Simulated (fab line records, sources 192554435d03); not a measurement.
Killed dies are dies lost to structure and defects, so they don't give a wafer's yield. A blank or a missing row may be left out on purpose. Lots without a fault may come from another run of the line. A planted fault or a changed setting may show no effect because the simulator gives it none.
Split-lot experiment | flow n5_finfet | 7 lots, 39 wafers read, on a route of 1938 steps

THE SPLIT
At N5_GATE_CUT_ALD_22 (deposits SiNx, target thk 16 nm, pulse time 1 s, ald cycles 320), the setting ald_cycles was moved away from the recipe's 320 on 15 of the 39 wafers read, by -13.4% to +16.3%. The other wafers ran this setting at the recipe's value.

The reading is taken at the split's own step.

THE READING
SiNx_of_GATE_CUT_ALD_22.thk_nm (the simulator's own value, which no gauge read), in nm, at N5_GATE_CUT_ALD_22 (deposits SiNx, target thk 16 nm, pulse time 1 s, ald cycles 320). The file gives no usual value for it. The 24 wafers here that ran the recipe average 16.0 nm, standard deviation 0.066 nm.

wafer  | tool, chamber at the split | ald_cycles as run | against the recipe | SiNx_of_GATE_CUT_ALD_22.thk_nm, nm | against lot-mates on the recipe
L074.1 | ald_sin-01, 3,2,0          | 372               | +16.3%             | 18.6                               | +2.6
L074.3 | ald_sin-01, 3,2,0          | 372               | +16.3%             | 18.6                               | +2.6
L074.6 | ald_sin-01, 3,2,0          | 372               | +16.3%             | 18.6                               | +2.6
L074.2 | ald_sin-01, 0,1,1          | 320               | recipe             | 16                                 | -
L074.4 | ald_sin-01, 0,1,1          | 320               | recipe             | 16                                 | -
L074.5 | ald_sin-01, 0,1,1          | 320               | recipe             | 16                                 | -
L075.1 | ald_sin-01, 2,0,1          | 320               | recipe             | 16                                 | -
L075.2 | ald_sin-01, 2,0,1          | 320               | recipe             | 16                                 | -
L075.3 | ald_sin-01, 2,0,1          | 320               | recipe             | 16                                 | -
L075.4 | ald_sin-01, 3              | 306               | -4.4%              | 15.2                               | -0.8
L075.5 | ald_sin-01, 1,0            | 306               | -4.4%              | 15.4                               | -0.6
L075.6 | ald_sin-01, 1,0            | 306               | -4.4%              | 15.4                               | -0.6
L077.1 | ald_sin-01, 0              | 320               | recipe             | 16                                 | -
L077.2 | ald_sin-01, 1,2            | 291               | -9.1%              | 14.4                               | -1.5
L077.4 | ald_sin-01, 1,2            | 291               | -9.1%              | 14.4                               | -1.5
L077.3 | ald_sin-01, 3,2            | 320               | recipe             | 15.8                               | -
L077.5 | ald_sin-01, 3,2            | 320               | recipe             | 15.8                               | -
L077.6 | ald_sin-01, 1              | 291               | -9.1%              | 14.6                               | -1.3
L081.1 | ald_sin-04, 2,0,1          | 277               | -13.4%             | 13.8                               | -2.1
L081.3 | ald_sin-04, 2,0,1          | 277               | -13.4%             | 13.8                               | -2.1
L081.4 | ald_sin-04, 2,0,1          | 277               | -13.4%             | 13.8                               | -2.1
L081.2 | ald_sin-04, 3,1            | 320               | recipe             | 16                                 | -
L081.5 | ald_sin-04, 3,1            | 320               | recipe             | 16                                 | -
L081.6 | ald_sin-04, 2              | 320               | recipe             | 15.8                               | -
L083.1 | ald_sin-04, 1,2,0          | 320               | recipe             | 16                                 | -
L083.2 | ald_sin-04, 1,2,0          | 320               | recipe             | 16                                 | -
L083.4 | ald_sin-04, 1,2,0          | 320               | recipe             | 16                                 | -
L088.1 | ald_sin-01, 2,3,0,1,3,0    | 320               | recipe             | 16                                 | -
L088.2 | ald_sin-01, 2,3,0,1,3,0    | 320               | recipe             | 16                                 | -
L088.3 | ald_sin-01, 2,3,0,1,3,0    | 320               | recipe             | 16                                 | -
L088.4 | ald_sin-01, 2,3,0,1,3,0    | 320               | recipe             | 16                                 | -
L088.5 | ald_sin-01, 2,3,0,1,3,0    | 320               | recipe             | 16                                 | -
L088.6 | ald_sin-01, 2,3,0,1,3,0    | 320               | recipe             | 16                                 | -
L095.1 | ald_sin-04, 3,0,1          | 320               | recipe             | 16                                 | -
L095.3 | ald_sin-04, 3,0,1          | 320               | recipe             | 16                                 | -
L095.5 | ald_sin-04, 3,0,1          | 320               | recipe             | 16                                 | -
L095.2 | ald_sin-04, 2,1,2          | 367               | +14.7%             | 18.2                               | +2.2
L095.4 | ald_sin-04, 2,1,2          | 367               | +14.7%             | 18.2                               | +2.2
L095.6 | ald_sin-04, 2,1,2          | 367               | +14.7%             | 18.2                               | +2.2
Where a row lists several chambers, the file gives one row for several wafers and doesn't say which wafer went through which chamber.

THE FIT
A straight line over all 39 wafers: SiNx_of_GATE_CUT_ALD_22.thk_nm changes by +0.159 nm for each +1% of ald_cycles; r = +1.00; the points scatter about the line by 0.078 nm.
The same after taking each lot's own level away (the mean of its wafers on the recipe; 39 wafers): +0.156 nm for each +1%; r = +1.00; scatter 0.064 nm.
On that fit, the largest move of ald_cycles shifts the reading by 2.5 nm.
The lots' own levels span 15.87 to 16.00 nm, that is 2.0 times the standard deviation above.
So the lot-to-lot level changes the slope little: the two slopes agree.
Check: with one of the wafers moved furthest among these (+16.3%) left out of the fit, the line predicts +2.52 nm for it against its lot-mates. It came out at +2.6 nm against them.

OTHER SPLITS ON THESE WAFERS
These wafers also went through other splits before the reading. Each is held against what the fit with the lots' levels taken away leaves over:
other split on the same wafers | wafers away from the commonest value | r with SiNx_of_GATE_CUT_ALD_22.thk_nm (lot level and that fit taken away)
N5_DUMMY_GATE_ETCH_37 source_w | 12                                   | -0.27
N5_SD_EPI_N_EXPOSE_06 dose_mj  | 15                                   | +0.35

THE FILE'S OWN FIT
SiNx_of_GATE_CUT_ALD_22.thk_nm changes by +0.156 nm for each +1% of ald_cycles, r = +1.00.
